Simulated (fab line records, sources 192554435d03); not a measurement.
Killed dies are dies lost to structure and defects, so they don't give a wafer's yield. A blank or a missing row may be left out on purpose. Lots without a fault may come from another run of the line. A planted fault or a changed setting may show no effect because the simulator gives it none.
Split-lot experiment | flow n5_finfet | 7 lots, 39 wafers read, on a route of 1938 steps

THE SPLIT
At N5_HKMG_FIN_HK_ALD_01 (deposits HfO2, target thk 1.6 nm, pulse time 3 s, purge time 3 s), the setting ald_cycles was moved away from the recipe's 30 on 6 of the 39 wafers read, by -10.0% to +6.7%. The other wafers ran this setting at the recipe's value.

FROM THE SPLIT TO THE READING: what the file shows between them, 4 steps
- N5_HKMG_FIN_HK_ANNEAL_02: time 30 s
- N5_HKMG_FIN_ALD_74: deposits La2O3, target thk 0.5 nm, pulse time 6 s, co reactant pulse time 1 s
- N5_HKMG_FIN_WET_ETCH_82: etches La2O3 in dHCl, stops on HfO2, target depth 2 nm, rinse time 30 s
- N5_HKMG_FIN_ALD_36: deposits TiN, target thk 1 nm, pulse time 1 s, purge time 3 s

THE READING
HK_THK, in nm, at N5_HKMG_FIN_THK_MEAS_70 (measures by xrf). Fault-free wafers of this fab line usually give 1.589 nm, standard deviation 0.022 nm.

wafer  | tool, chamber at the split | ald_cycles as run | against the recipe | HK_THK, nm | against lot-mates on the recipe
L075.1 | ald_hk-02, 2,1,0           | 32                | +6.7%              | 1.675      | +0.094
L075.2 | ald_hk-02, 0,3,3           | 30                | recipe             | 1.566      | -
L075.3 | ald_hk-02, 2,1,0           | 32                | +6.7%              | 1.651      | +0.070
L075.4 | ald_hk-02, 0,3,3           | 30                | recipe             | 1.576      | -
L075.5 | ald_hk-02, 0,3,3           | 30                | recipe             | 1.602      | -
L075.6 | ald_hk-02, 2,1,0           | 32                | +6.7%              | 1.668      | +0.087
L076.1 | ald_hk-01, 3,0,1,2,3,0     | 30                | recipe             | 1.578      | -
L076.2 | ald_hk-01, 3,0,1,2,3,0     | 30                | recipe             | 1.595      | -
L076.3 | ald_hk-01, 3,0,1,2,3,0     | 30                | recipe             | 1.617      | -
L076.4 | ald_hk-01, 3,0,1,2,3,0     | 30                | recipe             | 1.595      | -
L076.5 | ald_hk-01, 3,0,1,2,3,0     | 30                | recipe             | 1.588      | -
L076.6 | ald_hk-01, 3,0,1,2,3,0     | 30                | recipe             | 1.553      | -
L083.1 | ald_hk-01, 3,1,2           | 30                | recipe             | 1.629      | -
L083.2 | ald_hk-01, 3,1,2           | 30                | recipe             | 1.555      | -
L083.3 | ald_hk-01, 3,1,2           | 30                | recipe             | 1.616      | -
L083.4 | ald_hk-01, 0,1,0           | 27                | -10.0%             | 1.439      | -0.161
L083.5 | ald_hk-01, 0,1,0           | 27                | -10.0%             | 1.432      | -0.168
L083.6 | ald_hk-01, 0,1,0           | 27                | -10.0%             | 1.423      | -0.177
L085.1 | ald_hk-03, 1,2,0,3,2,1     | 30                | recipe             | 1.585      | -
L085.2 | ald_hk-03, 1,2,0,3,2,1     | 30                | recipe             | 1.570      | -
L085.3 | ald_hk-03, 1,2,0,3,2,1     | 30                | recipe             | 1.577      | -
L085.4 | ald_hk-03, 1,2,0,3,2,1     | 30                | recipe             | 1.559      | -
L085.5 | ald_hk-03, 1,2,0,3,2,1     | 30                | recipe             | 1.582      | -
L085.6 | ald_hk-03, 1,2,0,3,2,1     | 30                | recipe             | 1.600      | -
L086.1 | ald_hk-02, 1,0,2,3,1,0     | 30                | recipe             | 1.606      | -
L086.2 | ald_hk-02, 1,0,2,3,1,0     | 30                | recipe             | 1.593      | -
L086.3 | ald_hk-02, 1,0,2,3,1,0     | 30                | recipe             | 1.603      | -
L086.4 | ald_hk-02, 1,0,2,3,1,0     | 30                | recipe             | 1.574      | -
L086.5 | ald_hk-02, 1,0,2,3,1,0     | 30                | recipe             | 1.577      | -
L086.6 | ald_hk-02, 1,0,2,3,1,0     | 30                | recipe             | 1.555      | -
L088.1 | ald_hk-01, 3,2,0,1,2,3     | 30                | recipe             | 1.589      | -
L088.2 | ald_hk-01, 3,2,0,1,2,3     | 30                | recipe             | 1.573      | -
L088.3 | ald_hk-01, 3,2,0,1,2,3     | 30                | recipe             | 1.628      | -
L088.4 | ald_hk-01, 3,2,0,1,2,3     | 30                | recipe             | 1.599      | -
L088.5 | ald_hk-01, 3,2,0,1,2,3     | 30                | recipe             | 1.617      | -
L088.6 | ald_hk-01, 3,2,0,1,2,3     | 30                | recipe             | 1.614      | -
L096.2 | ald_hk-03, 2,0,2           | 30                | recipe             | 1.565      | -
L096.3 | ald_hk-03, 2,0,2           | 30                | recipe             | 1.591      | -
L096.5 | ald_hk-03, 2,0,2           | 30                | recipe             | 1.563      | -
Where a row lists several chambers, the file gives one row for several wafers and doesn't say which wafer went through which chamber.

THE FIT
A straight line over all 39 wafers: HK_THK changes by +0.0143 nm for each +1% of ald_cycles; r = +0.92; the points scatter about the line by 0.021 nm.
The same after taking each lot's own level away (the mean of its wafers on the recipe; 39 wafers): +0.0155 nm for each +1%; r = +0.94; scatter 0.019 nm.
On that fit, the largest move of ald_cycles shifts the reading by 0.15 nm.
The lots' own levels span 1.5730 to 1.6033 nm, that is 1.4 times the standard deviation above.
So the lot-to-lot level changes the slope little: the two slopes agree.
Check: with one of the wafers moved furthest among these (-10.0%) left out of the fit, the line predicts -0.156 nm for it against its lot-mates. It came out at -0.161 nm against them.

OTHER SPLITS ON THESE WAFERS
These wafers also went through other splits before the reading. Each is held against what the fit with the lots' levels taken away leaves over:
other split on the same wafers       | wafers away from the commonest value | r with HK_THK (lot level and that fit taken away)
N5_DUMMY_GATE_ETCH_37 source_w       | 15                                   | -0.16
N5_DUMMY_GATE_ETCH_44 target_depth_a | 12                                   | +0.08
N5_SD_EPI_N_ETCH_45 target_depth_a   | 15                                   | +0.13

THE FILE'S OWN FIT
HK_THK changes by +0.0155 nm for each +1% of ald_cycles, r = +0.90.
